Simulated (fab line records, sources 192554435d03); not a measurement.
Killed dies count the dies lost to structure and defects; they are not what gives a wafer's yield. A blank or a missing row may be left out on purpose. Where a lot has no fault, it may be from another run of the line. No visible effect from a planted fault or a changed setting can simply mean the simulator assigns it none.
Matching of chambers / flow n5-finfet / rie-diel-01 running N5_BEOL_M14_DESCUM_15: 4 sister chambers
The step chemistry O2, time 7.9 s. 22 wafers are shown with their chamber, then 11 later ones without.

== WAFERS PAIRED WITH THEIR CHAMBERS ==
wafer=L074.1; chamber=0; showerhead-plenum-p-Torr (Torr)=2.21; throttle-valve-pct (%)=20.10; drypump-motor-current-A (A)=5.74
wafer=L074.4; chamber=1; showerhead-plenum-p-Torr (Torr)=2.16; throttle-valve-pct (%)=20.58; drypump-motor-current-A (A)=5.47
wafer=L074.6; chamber=3; showerhead-plenum-p-Torr (Torr)=2.03; throttle-valve-pct (%)=20.03; drypump-motor-current-A (A)=5.51
wafer=L075.2; chamber=0; showerhead-plenum-p-Torr (Torr)=2.21; throttle-valve-pct (%)=20.12; drypump-motor-current-A (A)=5.75
wafer=L075.4; chamber=0; showerhead-plenum-p-Torr (Torr)=2.21; throttle-valve-pct (%)=20.11; drypump-motor-current-A (A)=5.72
wafer=L075.5; chamber=3; showerhead-plenum-p-Torr (Torr)=2.02; throttle-valve-pct (%)=20.04; drypump-motor-current-A (A)=5.47
wafer=L077.1; chamber=3; showerhead-plenum-p-Torr (Torr)=2.02; throttle-valve-pct (%)=20.06; drypump-motor-current-A (A)=5.47
wafer=L077.2; chamber=2; showerhead-plenum-p-Torr (Torr)=2.17; throttle-valve-pct (%)=20.56; drypump-motor-current-A (A)=5.68
wafer=L077.4; chamber=1; showerhead-plenum-p-Torr (Torr)=2.16; throttle-valve-pct (%)=20.60; drypump-motor-current-A (A)=5.49
wafer=L082.3; chamber=3; showerhead-plenum-p-Torr (Torr)=2.02; throttle-valve-pct (%)=20.07; drypump-motor-current-A (A)=5.48
wafer=L082.4; chamber=0; showerhead-plenum-p-Torr (Torr)=2.20; throttle-valve-pct (%)=20.13; drypump-motor-current-A (A)=5.72
wafer=L082.6; chamber=0; showerhead-plenum-p-Torr (Torr)=2.20; throttle-valve-pct (%)=20.14; drypump-motor-current-A (A)=5.71
wafer=L081.3; chamber=3; showerhead-plenum-p-Torr (Torr)=2.02; throttle-valve-pct (%)=20.07; drypump-motor-current-A (A)=5.50
wafer=L081.4; chamber=0; showerhead-plenum-p-Torr (Torr)=2.20; throttle-valve-pct (%)=20.14; drypump-motor-current-A (A)=5.68
wafer=L081.6; chamber=2; showerhead-plenum-p-Torr (Torr)=2.16; throttle-valve-pct (%)=20.58; drypump-motor-current-A (A)=5.70
wafer=L086.1; chamber=1; showerhead-plenum-p-Torr (Torr)=2.15; throttle-valve-pct (%)=20.64; drypump-motor-current-A (A)=5.48
wafer=L086.2; chamber=0; showerhead-plenum-p-Torr (Torr)=2.20; throttle-valve-pct (%)=20.16; drypump-motor-current-A (A)=5.72
wafer=L086.3; chamber=3; showerhead-plenum-p-Torr (Torr)=2.02; throttle-valve-pct (%)=20.09; drypump-motor-current-A (A)=5.51
wafer=L088.1; chamber=1; showerhead-plenum-p-Torr (Torr)=2.15; throttle-valve-pct (%)=20.64; drypump-motor-current-A (A)=5.47
wafer=L088.4; chamber=3; showerhead-plenum-p-Torr (Torr)=2.01; throttle-valve-pct (%)=20.10; drypump-motor-current-A (A)=5.49
wafer=L088.5; chamber=1; showerhead-plenum-p-Torr (Torr)=2.15; throttle-valve-pct (%)=20.65; drypump-motor-current-A (A)=5.47
wafer=L090.1; chamber=2; showerhead-plenum-p-Torr (Torr)=2.16; throttle-valve-pct (%)=20.59; drypump-motor-current-A (A)=5.64

SIGNATURES, as means of the wafers listed above
reading=showerhead-plenum-p-Torr; chamber 0=2.2043; chamber 1=2.1540; chamber 2=2.1633; chamber 3=2.0200; scatter within a chamber=0.00557
reading=throttle-valve-pct; chamber 0=20.1286; chamber 1=20.6220; chamber 2=20.5767; chamber 3=20.0657; scatter within a chamber=0.024
reading=drypump-motor-current-A; chamber 0=5.7200; chamber 1=5.4760; chamber 2=5.6733; chamber 3=5.4900; scatter within a chamber=0.0197
Rule: for each reading, subtract the chamber's mean from the wafer's reading, divide by that reading's scatter and square the result; add these up over the readings and take the root, which gives the wafer's distance from the chamber. The wafer belongs to the nearest chamber; if the next one is less than 2 further off, it can't be placed. The scatter is the square root of a quotient: the sum, over the shown wafers, of each reading's squared deviation from its chamber's mean, divided by wafers minus chambers.

== WAFERS WHOSE CHAMBER IS MISSING ==
wafer=L090.5; showerhead-plenum-p-Torr (Torr)=2.16; throttle-valve-pct (%)=20.59; drypump-motor-current-A (A)=5.66
wafer=L090.6; showerhead-plenum-p-Torr (Torr)=2.01; throttle-valve-pct (%)=20.11; drypump-motor-current-A (A)=5.52
wafer=L093.2; showerhead-plenum-p-Torr (Torr)=2.15; throttle-valve-pct (%)=20.60; drypump-motor-current-A (A)=5.69
wafer=L093.4; showerhead-plenum-p-Torr (Torr)=2.15; throttle-valve-pct (%)=20.65; drypump-motor-current-A (A)=5.48
wafer=L093.6; showerhead-plenum-p-Torr (Torr)=2.16; throttle-valve-pct (%)=20.60; drypump-motor-current-A (A)=5.68
wafer=L076.2; showerhead-plenum-p-Torr (Torr)=2.01; throttle-valve-pct (%)=20.13; drypump-motor-current-A (A)=5.52
wafer=L076.3; showerhead-plenum-p-Torr (Torr)=2.15; throttle-valve-pct (%)=20.62; drypump-motor-current-A (A)=5.67
wafer=L076.5; showerhead-plenum-p-Torr (Torr)=2.19; throttle-valve-pct (%)=20.19; drypump-motor-current-A (A)=5.74
wafer=L097.1; showerhead-plenum-p-Torr (Torr)=2.19; throttle-valve-pct (%)=20.20; drypump-motor-current-A (A)=5.76
wafer=L097.3; showerhead-plenum-p-Torr (Torr)=2.14; throttle-valve-pct (%)=20.30; drypump-motor-current-A (A)=5.47
wafer=L097.6; showerhead-plenum-p-Torr (Torr)=2.15; throttle-valve-pct (%)=20.62; drypump-motor-current-A (A)=5.67

== EACH ONE'S CHAMBER ==
wafer=L090.5; from the rows above=2; in truth=2
wafer=L090.6; from the rows above=3; in truth=3
wafer=L093.2; from the rows above=2; in truth=2
wafer=L093.4; from the rows above=1; in truth=1
wafer=L093.6; from the rows above=2; in truth=2
wafer=L076.2; from the rows above=3; in truth=3
wafer=L076.3; from the rows above=2; in truth=2
wafer=L076.5; from the rows above=0; in truth=0
wafer=L097.1; from the rows above=0; in truth=0
wafer=L097.3; from the rows above=1; in truth=1
wafer=L097.6; from the rows above=2; in truth=2
Correct placement for 11 of the 11. Can't be placed from these rows: 0. 0 placed wrongly.
